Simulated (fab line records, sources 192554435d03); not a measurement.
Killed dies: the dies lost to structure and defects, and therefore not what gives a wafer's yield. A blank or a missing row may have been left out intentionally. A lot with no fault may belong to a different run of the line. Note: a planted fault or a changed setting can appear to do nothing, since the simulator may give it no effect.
The tool behind it: which one? + flow n5-finfet + Sampling: 11 lots, 33 wafers, 5 of 1938 route steps

== WHAT THE GAUGES READ, wafer by wafer ==
N5_BEOL_M15_OVL_MEAS_29. Usual: for M15_OVL the level is 3 nm and the standard deviation is 6.
| lot  | measured     | on         | M15_OVL (nm) | flag |
|------|--------------|------------|--------------|------|
| L842 | day 12 03:08 | overlay-01 | 2 -4 -4      |      |
| L843 | day 12 05:34 | overlay-01 | 3 5 2        |      |
| L844 | day 12 17:45 | overlay-01 | 7 11 4       |      |
| L845 | day 13 05:15 | overlay-02 | 6 2 5        |      |
| L847 | day 13 11:07 | overlay-02 | 3 9 4        |      |
| L848 | day 13 19:55 | overlay-02 | 5 4 4        |      |
| L857 | day 16 13:02 | overlay-02 | 1 1 -6       |      |
| L858 | day 17 03:46 | overlay-01 | -2 -8 -3     |      |
| L856 | day 17 05:02 | overlay-02 | -5 0 -8      |      |
| L860 | day 17 16:59 | overlay-02 | 15 12 8      |      |
| L861 | day 18 08:32 | overlay-02 | -9 -2 1      |      |

N5_BEOL_M15_RS_MEAS_54: measurement is done with a four-point probe. Usual: for M15_RS the level is 0.0215 ohm/sq and the standard deviation is 0.00044.
| lot  | measured     | on            | M15_RS (ohm/sq)      | flag |
|------|--------------|---------------|----------------------|------|
| L842 | day 12 10:46 | film-metro-02 | 0.0215 0.0210 0.0209 |      |
| L843 | day 12 10:07 | film-metro-02 | 0.0218 0.0214 0.0222 |      |
| L844 | day 12 22:09 | film-metro-01 | 0.0216 0.0213 0.0218 |      |
| L845 | day 13 08:37 | film-metro-01 | 0.0213 0.0216 0.0215 |      |
| L847 | day 13 15:19 | film-metro-02 | 0.0224 0.0218 0.0218 |      |
| L848 | day 13 22:41 | film-metro-01 | 0.0219 0.0219 0.0215 |      |
| L857 | day 16 19:30 | film-metro-01 | 0.0223 0.0219 0.0220 |      |
| L858 | day 17 06:35 | film-metro-01 | 0.0223 0.0219 0.0214 |      |
| L856 | day 17 10:44 | film-metro-02 | 0.0220 0.0212 0.0213 |      |
| L860 | day 17 21:54 | film-metro-02 | 0.0207 0.0213 0.0209 |      |
| L861 | day 18 12:01 | film-metro-01 | 0.0216 0.0207 0.0211 |      |

N5_MIM_TOP_LITHO_INSPECT_12: inspects for defects (macro). Usual: 2.0 for raw-defect-count, sd 1.4.
| lot  | measured     | on                | raw-defect-count | flag |
|------|--------------|-------------------|------------------|------|
| L842 | day 12 17:28 | defect-inspect-02 | 3 3 3            |      |
| L843 | day 12 17:22 | defect-inspect-02 | 2 1 2            |      |
| L844 | day 13 02:44 | defect-inspect-02 | 5 0 1            |      |
| L845 | day 13 11:55 | defect-inspect-01 | 276 259 >300     | OFF  |
| L847 | day 13 18:02 | defect-inspect-02 | 297 295 272      | OFF  |
| L848 | day 14 02:08 | defect-inspect-01 | 283 287 279      | OFF  |
| L857 | day 16 22:00 | defect-inspect-02 | 1 2 4            |      |
| L858 | day 17 10:20 | defect-inspect-02 | 3 0 3            |      |
| L856 | day 17 17:11 | defect-inspect-01 | 2 2 4            |      |
| L860 | day 18 02:32 | defect-inspect-02 | 1 2 2            |      |
| L861 | day 18 15:43 | defect-inspect-02 | 1 2 2            |      |

== WHAT TOOL EACH LOT RAN ON (gives the tool, then ch and the chambers of the sampled wafers, and finally the start) ==
| lot  | N5_BEOL_M15_PRE_CLEAN_42     | N5_PASSIVATION_PECVD_00         |
|------|------------------------------|---------------------------------|
| L842 | pvd-sputter-01, day 12 09:13 | pecvd-04 ch 0,2, day 12 11:47   |
| L843 | pvd-sputter-01, day 12 08:49 | pecvd-04 ch 0,1,2, day 12 11:08 |
| L844 | pvd-sputter-02, day 12 20:14 | pecvd-04 ch 1,2, day 12 23:10   |
| L845 | pvd-sputter-01, day 13 07:20 | pecvd-04 ch 0,1, day 13 10:02   |
| L847 | pvd-sputter-01, day 13 14:02 | pecvd-04 ch 0,1,2, day 13 16:20 |
| L848 | pvd-sputter-03, day 13 21:23 | pecvd-04 ch 0,1, day 13 23:43   |
| L857 | pvd-sputter-03, day 16 18:01 | pecvd-04 ch 0,1,2, day 16 20:31 |
| L858 | pvd-sputter-02, day 17 05:10 | pecvd-04 ch 0,2, day 17 07:36   |
| L856 | pvd-sputter-01, day 17 08:53 | pecvd-01 ch 0,2, day 17 11:46   |
| L860 | pvd-sputter-03, day 17 19:47 | pecvd-01 ch 0,2, day 17 22:55   |
| L861 | pvd-sputter-01, day 18 10:43 | pecvd-04 ch 0,2, day 18 13:02   |
- N5_BEOL_M15_PRE_CLEAN_42: time 30 s.
- N5_PASSIVATION_PECVD_00: deposits SiO2 from SiH4/N2O, target thk 200 nm, time 11.2 s.

== AS READ BY THE TOOLS THEMSELVES (means over the sampled wafers that have a number; for cases with no such wafer, the mark the record gives instead) ==
N5_BEOL_M15_PRE_CLEAN_42. Usual: 453 W for heater-power-w, sd 41.
| lot  | tool           | heater-power-w (W) | flag |
|------|----------------|--------------------|------|
| L842 | pvd-sputter-01 | 460                |      |
| L843 | pvd-sputter-01 | 417                |      |
| L844 | pvd-sputter-02 | 495                |      |
| L845 | pvd-sputter-01 | 419                |      |
| L847 | pvd-sputter-01 | 425                |      |
| L848 | pvd-sputter-03 | 451                |      |
| L857 | pvd-sputter-03 | 477                |      |
| L858 | pvd-sputter-02 | 481                |      |
| L856 | pvd-sputter-01 | 421                |      |
| L860 | pvd-sputter-03 | 466                |      |
| L861 | pvd-sputter-01 | 425                |      |

N5_PASSIVATION_PECVD_00. Usual: heater-power-w 688 W, standard deviation 100; showerhead-plenum-p-Torr 8.12 Torr, standard deviation 0.078; throttle-valve-pct 52 %, standard deviation 3.9.
| lot  | tool     | heater-power-w (W) | showerhead-plenum-p-Torr (Torr) | throttle-valve-pct (%) | flag |
|------|----------|--------------------|---------------------------------|------------------------|------|
| L842 | pecvd-04 | 709                | 8.10                            | 52                     |      |
| L843 | pecvd-04 | 662                | 8.14                            | 52                     |      |
| L844 | pecvd-04 | 659                | 8.12                            | 49                     |      |
| L845 | pecvd-04 | 649                | 8.16                            | 52                     |      |
| L847 | pecvd-04 | 660                | 8.13                            | 53                     |      |
| L848 | pecvd-04 | 595                | 8.12                            | 56                     |      |
| L857 | pecvd-04 | 642                | 8.13                            | 52                     |      |
| L858 | pecvd-04 | 630                | 8.09                            | 52                     |      |
| L856 | pecvd-01 | 685                | 8.04                            | 50                     |      |
| L860 | pecvd-01 | 868                | 8.05                            | 53                     |      |
| L861 | pecvd-04 | 665                | 8.08                            | 56                     |      |

== THE ANSWER, worked out from the rows above alone ==
Rule: lot off if the mean of its wafers having a number is beyond 3 standard deviations from the usual mean. Also off: a lot with no number at a reading for which 4 or more lots have one. All remaining lots with rows at the step are treated as sound. First the gauges in route order, then the tools' own readings, where a lot's mean is used as printed above. At the first step where some lot is off, the reading lying furthest off is the one used; lots without a number count as furthest.
Off, at N5_MIM_TOP_LITHO_INSPECT_12 on raw-defect-count: L845, L847, L848.
If a tool, at a process step before that reading, ran all the lots that are off and no sound lot after the first of them, it fits. Gauges at N5_MIM_TOP_LITHO_INSPECT_12: tried the same way as those tools. No candidate that was tried fits.

== WHAT WAS PUT IN BY THE SIMULATOR ==
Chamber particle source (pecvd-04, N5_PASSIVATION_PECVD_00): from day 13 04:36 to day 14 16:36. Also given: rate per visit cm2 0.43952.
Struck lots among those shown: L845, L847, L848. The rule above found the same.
